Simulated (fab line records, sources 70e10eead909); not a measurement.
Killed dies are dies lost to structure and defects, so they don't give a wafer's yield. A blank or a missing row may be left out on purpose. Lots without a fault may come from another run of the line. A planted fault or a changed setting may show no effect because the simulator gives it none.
Chamber matching | flow nand_harc | NHARC_P_STI_ETCH_15 on rie_si-03: 4 sister chambers
The step etches the open film in HBr/Cl2, target depth 300 nm, time 100.1 s. 4 wafers are shown with their chamber, then 7 later ones without.

WAFERS WITH THEIR CHAMBER
wafer  | chamber | throttle_valve_pct (%)
L731.2 | 1       | 26.414
L731.6 | 3       | 26.409
L736.3 | 2       | 26.389
L736.5 | 0       | 26.416

WAFERS WITHOUT THEIR CHAMBER
wafer  | throttle_valve_pct (%)
L736.6 | 26.403
L737.1 | 26.398
L737.2 | 26.423
L737.6 | 26.402
L739.3 | 26.410
L739.4 | 26.403
L739.6 | 26.392

WHICH CHAMBER EACH WENT THROUGH
wafer  | from the rows above               | in truth
L736.6 | can't be placed: 3 or 1 or 0 or 2 | 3
L737.1 | can't be placed: 2 or 3 or 1 or 0 | 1
L737.2 | can't be placed: 0 or 1 or 3      | 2
L737.6 | can't be placed: 3 or 1 or 2 or 0 | 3
L739.3 | can't be placed: 3 or 1 or 0      | 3
L739.4 | can't be placed: 3 or 1 or 0 or 2 | 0
L739.6 | 2                                 | 2
Placed correctly: 1 of 7. Can't be placed from these rows: 6 (the true chamber is among the candidates in 5). Placed wrongly: 0.
How it was worked out, from the rows above alone: a wafer's distance from a chamber is the root of the sum, over the readings, of the square of ((its reading less the chamber's mean) divided by the reading's scatter). The wafer belongs to the nearest chamber; if the next one is less than 2 further off, it can't be placed. A chamber's mean is the mean of its shown wafers. The scatter: with one shown wafer a chamber, the root of the mean of the squares of how far each hidden wafer lies from its nearest shown one.
